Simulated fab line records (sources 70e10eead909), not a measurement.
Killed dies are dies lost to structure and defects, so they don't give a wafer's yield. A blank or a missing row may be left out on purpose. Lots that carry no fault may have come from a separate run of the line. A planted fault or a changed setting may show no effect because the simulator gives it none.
Struck lot and sound lot, side by side	flow nand-harc	14 steps out of a route of 1302
Sound: wafers L679.1, L679.3, L679.6. Wafers struck: L695.3, L695.4, L695.6. The cause comes at the end.
Each step with rows lists, per side, the tool, then ch with its chambers, then its first start. Under that, the readings that differ: sound wafers	struck wafers	difference of the means	sigmas: that difference in standard deviations of wafers without a fault.
alike: same words and numbers on both sides, and readings whose means sit less than 2 such deviations apart. not compared: any withheld reading, any reading some wafer has no value for, any bound like >300 that may hide the same value, and any number with overlapping values for which the record gives no deviation.
The two part at a step that has a row with sigmas, a row that says differs or no value, or rows on one side only. Numbers that have no deviation but don't overlap get no sigmas and don't part them. A reading missing from all wafers of one side parts the sides only when that side holds two or more wafers.

NHARC_P_M1_CD_MEAS_09: target cd 130 nm.
  sound on cd-sem-03 ch 0, day 9 02:46; struck on cd-sem-01 ch 0, day 15 20:56
  alike: cd-nm
NHARC_P_M1_OVL_MEAS_10: pitch 260 nm.
  sound on overlay-01 at day 9 02:51; struck on overlay-01 at day 15 21:01
  alike: overlay-x-nm, overlay-y-nm
NHARC_P_M1_INSPECT_11:
  sound on defect-inspect-02 at day 9 02:53; struck on defect-inspect-01 at day 15 21:04
  alike: raw-defect-count
NHARC_P_M1_DESCUM_14: chemistry O2, time 3 s.
  sound on rie-diel-05 ch 0,2,3, day 9 02:57; struck on rie-diel-13 ch 1,2,3, day 15 21:08
  alike: drypump-motor-current-A, oes-product-au, rf-vpp-V, showerhead-plenum-p-Torr, throttle-valve-pct
  not compared: rf-hours-counter-h
then, 2 steps without rows for these wafers: NHARC_P_M1_ETCH_35 (etches the open film in N2/H2, target depth 40 nm, overetch 12 nm, time 43.94 s); NHARC_P_M1_ETCH_15 (etches the open film in C4F8/Ar, target depth 182.5 nm, time 91.2 s).
NHARC_P_M1_CD_MEAS_16:
  sound on cd-sem-01 at day 9 03:15; struck on cd-sem-02 at day 15 21:26
  alike: cd-nm
NHARC_P_M1_STRIP_18: strips in N2/H2.
  sound on rie-diel-07 ch 0,3, day 9 03:20; struck on rie-diel-07 ch 0,3, day 15 21:30
  alike: drypump-motor-current-A, oes-product-au, rf-vpp-V, showerhead-plenum-p-Torr, throttle-valve-pct
  not compared: rf-hours-counter-h
NHARC_P_M1_ETCH_28: etches the open film in CF4/N2, target depth 30 nm, time 72.99 s.
  sound on rie-diel-07 ch 0,1,2; struck on rie-diel-07 ch 1,2,3
  alike: drypump-motor-current-A, oes-product-au, rf-vpp-V, showerhead-plenum-p-Torr, throttle-valve-pct
  not compared: rf-hours-counter-h
then, 2 steps without rows for these wafers: NHARC_P_M1_STRIP_19 (strips in post etch residue remover, time 600 s); NHARC_P_M1_DEGAS_29 (time 60 s).
NHARC_P_M1_PRE_CLEAN_30: time 30 s.
  sound on pvd-sputter-02; struck on pvd-sputter-02
reading	sound	struck	difference	sigmas
susceptor-temp-C (C)	- - -	280.04 280.08 280.19	no value on the sound wafers	
  alike: heater-power-w
NHARC_P_M1_PVD_20: deposits TaN, target thk 5 nm, time 8.06 s.
  sound on pvd-sputter-02 at day 9 04:05; struck on pvd-sputter-02 at day 15 22:17
  no value came back on the struck wafers for bias-v (V), cathode-dc-power-W (W), throttle-valve-pct (%); on the sound wafers bias-v (V) reads 168.7 169.3 167.2
NHARC_P_M1_PVD_21: deposits Cu, target thk 30 nm, time 20.49 s.
  sound on pvd-sputter-02; struck on pvd-sputter-02
  alike: cathode-dc-power-W, chamber-pressure-pa, throttle-valve-pct

== WHERE THEY PART ==
Last at NHARC_P_M1_PVD_20 as far as this record goes, first at NHARC_P_M1_PRE_CLEAN_30. Later steps at which nothing parts them and some readings are alike: NHARC_P_M1_PVD_21.

WHY: whatever the simulator had introduced
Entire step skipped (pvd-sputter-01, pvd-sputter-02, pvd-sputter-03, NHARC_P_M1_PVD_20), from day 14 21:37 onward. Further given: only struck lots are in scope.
